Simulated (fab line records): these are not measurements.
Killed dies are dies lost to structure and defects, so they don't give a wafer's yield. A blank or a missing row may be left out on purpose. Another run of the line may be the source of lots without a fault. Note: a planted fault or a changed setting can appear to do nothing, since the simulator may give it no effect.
fab line records | flow n5Finfet
record: lots: 5 wafers: 15 lastDay: 18
route steps=1938 shown MOL_CONTACT_COAG@554 BEOL_M4@1111 PASSIVATION@1936
lots with no fault: from the same line, run without faults
startH: start of the lot's first displayed wafer, in hours after the record's first day | waitH: hours since the lot's step before | " unchanged from the row above | L1.1+2: several wafers, shown together as one row | - either no value or no given start | * or withheld: withheld | < > ~ a bound
route shown NAME@n: NAME is a module with steps in the file, n the number in the route of the first one | usual: mean/standard deviation taken from wafers without a fault | same: alike in all rows | chamber/n: place in a boat | sites: readings site by site | _std_site: the values' standard deviation | _edge_site: outer sites' mean less inner sites' | radiusMm: for every site, how far away it sits from the centre of the wafer | mask NAME#n: copy n | behind: tool/chamber where the wafer was last shaped | hold: cause of the lot's hold/its duration in hours/its outcome | device: whichever transistor did not switch (one of n, p or np) | end of line: tests of these same wafers at the route's end | where a step has no rows: the recipe by itself | killed: the dies lost at the first sort to structure and to defects; this is not the yield of the wafer | map: dies across one wafer; x = killed, . = not, _ = none there
set.NAME: the setting that was run; set.NAME@STEP: the one run at that earlier step | model.NAME: the simulator's own value behind a step, which no gauge read
lots at selected steps of the route; one table per step, one row per wafer
services: when a tool's chamber went out of use (startH, in hours from the record's first day, below 0 if earlier), for how many hours, and the reason
== steps ==
step: N5_MOL_CONTACT_COAG_CMP_23
recipe: stopOn: SiO2 tOverpolishS: 1.5 postCmpClean: cuAlkaline downForcePsi: 2 platenRpm: 50.289 padVelocityMS: 1.0006 targetThkNm: 0
step: N5_MOL_CONTACT_COAG_WET_ETCH_26
recipe: target: Co targetDepthNm: 13
step: N5_MOL_CONTACT_COAG_WET_ETCH_116
recipe: chemistry: SC1-inhibited targetDepthNm: 4.6 dry: ipaMarangoni rinseTimeS: 30 rinseTempC: 23
step: N5_MOL_CONTACT_COAG_ALD_27
recipe: material: SiOC targetThkA: 170 tempC: 400 aldPrecursorFamily: carbosiloxane aldCoReactant: H2-plasma pulseTimeS: 1.5 timeS: 2720 purgeTimeS: 2 coReactantPurgeTimeS: 2 aldCycles: 340 pressureTorr: 2
step: N5_MOL_CONTACT_COAG_CMP_28
recipe: stopOn: SiNx tOverpolishS: 0.85 postCmpClean: alkalineBrush downForcePsi: 4.15 platenRpm: 51.8 padVelocityMS: 1.0307 targetThkNm: 14.522
step: N5_MOL_CONTACT_COAG_ALD_123
recipe: material: SiNx targetThkA: 50 tempC: 400 aldPrecursorFamily: SiH2I2 aldCoReactant: N2/H2-plasma pulseTimeS: 1 purgeTimeS: 2 coReactantPurgeTimeS: 2 aldCycles: 100 pressureTorr: 2
step: N5_MOL_CONTACT_COAG_PECVD_31
recipe: material: SiO2 targetThkA: 460 tempC: 400 precursor: TEOS/O2 pressureTorr: 6.5 rfW: withheld teosFlowSccm: withheld gas: O2 flowSccm: 2650 timeS: 8.9
step: N5_MOL_CONTACT_COAG_COAT_75
recipe: resist: SOC tempC: 250 timeS: 60 spinRpm: 1500 resistThkNm: 60
step: N5_MOL_CONTACT_COAG_COAT_76
recipe: resist: SiARC tempC: 220 timeS: 60 spinRpm: 1500 resistThkNm: 10
step: N5_MOL_CONTACT_COAG_COAT_77
recipe: resist: underlayer tempC: 205 timeS: 60 spinRpm: 1500 resistThkNm: 10
usual: spinSpeedRpm: 1499.9/0.91
columns lot.wafer tool chamber startH waitH spinSpeedRpm
L216.2 lithoTrack-05 0 150.58 - 1500.4
L216.5 " 0 " " 1500.3
L216.6 " 0 " " 1500.7
L221.2 lithoTrack-05 0 175.23 - 1534.2
L221.3 " 0 " " 1535.2
L221.6 " 0 " " 1535.4
L222.2 lithoTrack-05 0 185.79 - 1534.0
L222.3 " 0 " " 1535.6
L222.6 " 0 " " 1535.5
L223.2 lithoTrack-05 0 188.89 - 1533.7
L223.4 " 0 " " 1532.7
L223.5 " 0 " " 1534.3
L231.1 lithoTrack-01 0 237.54 - 1500.2
L231.3 " 0 " " 1500.8
L231.5 " 0 " " 1499.0
step: N5_MOL_CONTACT_COAG_COAT_78
recipe: resist: CAR-EUV spinRpm: 1500 resistThkNm: 40
step: N5_MOL_CONTACT_COAG_EBR_80
recipe: solvent: PGMEA ebrWidthMm: 1.5
step: N5_MOL_CONTACT_COAG_SOFTBAKE_79
recipe: tempC: 110 timeS: 60 resist: CAR-EUV
step: N5_MOL_CONTACT_COAG_EXPOSE_81
recipe: maskId: VG na: 0.33 sourceShape: annular sigmaInner: 0.3 sigmaOuter: 0.7 polarization: unpolarized defocusNm: 0 doseMj: 59.5
step: N5_MOL_CONTACT_COAG_PEB_82
recipe: pebTempC: 100 pebTimeS: 60 resist: CAR-EUV
step: N5_MOL_CONTACT_COAG_DEVELOP_83
recipe: developTimeS: 30 developer: TMAH resist: CAR-EUV rinseLiquid: surfactantRinse dry: airSpin devTempC: 23
step: N5_MOL_CONTACT_COAG_DESCUM_88
recipe: chemistry: O2 timeS: 7 sourcePowerW: 50 biasPowerW: 20 pressureMtorr: 20 rfFrequencyHz: 2.712e+07 tempC: 40 resist: CAR-EUV o2FlowSccm: 225
step: N5_MOL_CONTACT_COAG_ETCH_89
recipe: chemistry: N2/H2 target: underlayer targetDepthA: 130 maskMaterial: CAR-EUV timeS: 10.4 ionEnergyEv: 200 pressureMtorr: 30 sourceW: 840 biasW: 150 n2FlowSccm: 200 h2FlowSccm: 200 ends: cleared
usual: drypumpMotorCurrentA: 5.7/0.41 etchRfOnTimeS: 10.3/0.44 oesProductAu: 0.69/0.079 rfFwdPowerW: 819.3/2.5 rfVppV: 524.8/2.5 showerheadPlenumPTorr: 2.58/0.085 throttleValvePct: 17.90/0.24
columns lot.wafer tool chamber startH waitH drypumpMotorCurrentA etchRfOnTimeS oesProductAu rfFwdPowerW rfHoursCounterH rfVppV showerheadPlenumPTorr throttleValvePct model.etch.depthNm
L216.2 rieDiel-05 1 151.23 0.0 5.9 10.1 0.75 817.7 45 521.5 2.47 17.78 10.03
L216.5 " 3 " " 5.4 10.9 0.61 817.2 - 525.4 2.64 18.08 10.03
L216.6 " 0 " " 5.6 10.2 0.63 821.6 - 527.6 2.65 18.01 10.07
L221.2 rieDiel-05 3 175.79 0.0 5.4 10.8 0.60 815.1 204 525.4 2.64 18.10 9.854
L221.3 " 2 " " 6.6 10.2 0.74 815.7 45 523.2 2.48 17.90 9.871
L221.6 " 3 " " 5.4 10.8 0.60 814.6 - 526.2 2.64 18.11 9.858
L222.2 rieDiel-02 0 186.35 0.0 6.3 9.8 0.77 822.2 37 528.0 2.69 17.55 9.93
L222.3 " 2 " " 5.5 9.9 0.70 813.0 92 527.9 2.67 17.87 9.94
L222.6 " 1 " " 5.4 9.6 0.76 817.1 - 524.2 2.59 17.63 9.915
L223.2 rieDiel-03 2 189.89 0.0 5.2 10.0 0.77 818.8 21 524.3 2.60 17.52 9.934
L223.4 " 0 " " 5.5 10.4 0.61 820.9 182 524.7 2.52 18.05 9.932
L223.5 " 0 " " 5.5 10.4 0.61 819.8 - 524.1 2.52 18.05 9.918
L231.1 rieDiel-02 2 239.46 0.0 5.5 9.8 0.69 820.4 114 527.0 2.66 17.94 9.947
L231.3 " 1 " " 5.4 9.6 0.74 819.8 66 523.1 2.58 17.64 9.962
L231.5 " 3 " " 5.6 10.3 0.60 813.9 - 519.8 2.42 18.38 9.96
step: N5_MOL_CONTACT_COAG_ETCH_90
recipe: chemistry: CF4 target: SiARC targetDepthA: 130 maskMaterial: CAR-EUV timeS: 21.7 ionEnergyEv: 80 pressureMtorr: 40 sourceW: 545 biasW: 36 Ar_flow_sccm: 100 cf4FlowSccm: 100 ends: cleared
step: N5_BEOL_M4_RC_MEAS_101
usual: DIBL_N: 36.1/2.5 DIBL_P: 36/3.3 IOFF_N: 0.16/0.046 IOFF_P: 0.20/0.051 ION_N: 676/16 ION_P: 462/11 SS_N: 71.6/0.87 SS_P: 73.2/0.86 VT_N: 251/4.4 VT_P: -252/4.6
columns lot.wafer tool chamber startH waitH DIBL_N[mV/V] DIBL_P[mV/V] IOFF_N[nA/um] IOFF_P[nA/um] ION_N[uA/um] ION_P[uA/um] SS_N[mV/dec] SS_P[mV/dec] VT_N[mV] VT_P[mV]
L216.2 prober-02 0 263.07 0.2 33.6 33 0.12 0.16 670 462 70.8 72.7 253 -253
L216.5 " 0 " " 36.1 37 0.16 0.21 692 474 71.3 73.6 250 -250
L216.6 " 0 " " 36.9 38 0.16 0.22 677 462 71.3 73.2 251 -249
L221.2 prober-01 0 275.94 0.2 37.3 39 0.21 0.23 707 476 72.3 73.4 241 -250
L221.3 " 0 " " 33.7 33 0.13 0.14 653 443 70.9 71.9 251 -258
L221.6 " 0 " " 30.3 29 0.08 0.10 660 442 70.5 71.0 256 -261
L222.2 prober-01 0 294.65 0.2 35.8 36 0.16 0.21 695 478 71.1 72.8 246 -247
L222.3 " 0 " " 36.4 37 0.17 0.22 697 478 71.9 73.1 248 -249
L222.6 " 0 " " 37.5 37 0.19 0.23 676 463 72.2 72.6 244 -246
L223.2 prober-01 0 302.09 0.2 34.2 33 0.09 0.13 632 433 71.9 73.7 258 -264
L223.4 " 0 " " 39.8 40 0.18 0.19 674 457 73.1 74.3 249 -255
L223.5 " 0 " " 36.9 38 0.15 0.18 687 456 72.1 73.6 250 -258
L231.1 prober-02 0 320.32 0.0 34.4 33 0.13 0.18 665 458 71.2 72.2 252 -250
L231.3 " 0 " " 34.8 34 0.15 0.19 687 472 70.5 73.1 249 -251
L231.5 " 0 " " 36.1 35 0.17 0.21 674 463 71.0 73.3 246 -249
step: N5_PASSIVATION_PROBE_49
usual: defectLimitedYield: 91.0/1.4 killed_at_M0_to_M3: 34/10 killed_at_M4_up: 15/5.5 killedAtContacts: 12/6.1 killedAtFrontEnd: 41/12 killedAtOther: 4/3.4 killedDies: 106/17 killedOpen: 70/13 killedShort: 34/7.4 sort_bin_5_function: 5.3/1 sort_bin_6_memory: 3.4/0.69 sort_bin_8_speed: 0.03/0.22 sortNPass: 1073/17 sortYieldPct: 91.0/1.4
same: grossDies: 1180 killedAtBackSide: 0 sort_bin_4_leakage[%]: 0
columns lot.wafer tool chamber startH waitH defectLimitedYield[%] killed_at_M0_to_M3 killed_at_M4_up killedAtContacts killedAtFrontEnd killedAtOther killedDies killedOpen killedShort sort_bin_5_function[%] sort_bin_6_memory[%] sort_bin_8_speed[%] sortNPass sortYieldPct[%]
L223.2 prober-02 - 413.60 0.1 93.2 26 11 13 26 4 80 51 29 4.3 2.2 2.12 1075 91.1
L223.4 prober-02 - 413.70 0.2 92.8 39 2 4 38 2 85 47 33 3.7 2.9 0 1095 92.8
L223.5 prober-02 - 413.75 0.2 92.9 42 8 6 27 1 84 56 27 4.6 2.1 0 1096 92.9
killed by level:class
L223.2 MOL_CONTACT_COAG:geometricParticle:open=10 BEOL_M4:geometricParticle:open=8 GATE_CUT:geometricParticle:short=7 BEOL_M3:geometricParticle:open=7 STI_FIN_REVEAL:geometricParticle:open=6 BEOL_M1:geometricParticle:open=5 BEOL_M0_SAQP:geometricParticle:short=5 BEOL_M2:geometricParticle:open=5
L223.4 FIN_SAQP:geometricParticle:short=12 BEOL_M2:geometricParticle:open=9 BEOL_M3:geometricParticle:open=9 BEOL_M0:geometricParticle:open=6 BEOL_M1:geometricParticle:short=6 BEOL_M0_SAQP:geometricParticle:short=5 FIN_SAQP:geometricParticle:open=4 STI_FIN_REVEAL:geometricParticle:open=4
L223.5 BEOL_M1:geometricParticle:open=14 FIN_SAQP:geometricParticle:short=8 BEOL_M3:geometricParticle:open=8 BEOL_M0_SAQP:geometricParticle:open=6 MOL_CONTACT_COAG:geometricParticle:open=5 FIN_SAQP:geometricParticle:open=4 BEOL_M2:geometricParticle:open=4 STI_FIN_REVEAL:geometricParticle:open=3
== services ==
columns tool chamber startH hours kind
rieDiel-03 2 127.09 - clean
rieDiel-03 2 127.09 - consumableReplace:focusRing
rieDiel-03 2 127.09 13.7 scheduledDown
rieDiel-03 2 127.09 13.7 ventCycle
rieDiel-05 - 137.49 0.3 repair
rieDiel-03 3 143.60 - clean
rieDiel-03 3 143.60 - consumableReplace:focusRing
rieDiel-03 3 143.60 18.2 scheduledDown
rieDiel-03 3 143.60 18.2 ventCycle
rieDiel-02 1 170.85 12.0 repair
lithoTrack-01 - 217.32 - consumableReplace:filter
rieDiel-03 1 217.54 1.5 repair
rieDiel-03 1 219.15 - clean
rieDiel-03 1 219.15 - consumableReplace:focusRing
rieDiel-03 - 232.52 14.6 pm
== key ==
firstSign: step: N5_MOL_CONTACT_COAG_COAT_77 reading: spinSpeedRpm direction: up sigmas: 38 usual: * struck: *
effect none on later readings
modelEffect: step: N5_MOL_CONTACT_COAG_ETCH_89 value: etch.depthNm without: 10.02 struck: 9.906
metAt N5_MOL_CONTACT_COAG_COAT_77
struckWafers L221.2,L221.3,L221.6,L222.2,L222.3,L222.6,L223.2,L223.4,L223.5
onsetBetween 150.58 175.23
fault: kind: processParameterDrift tool: lithoTrack-05 chamber: - onsetH: 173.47 steps: N5_MOL_CONTACT_COAG_COAT_77 channel: spinRpm offset: * shape: step endH: 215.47 actsIn: * stated: *
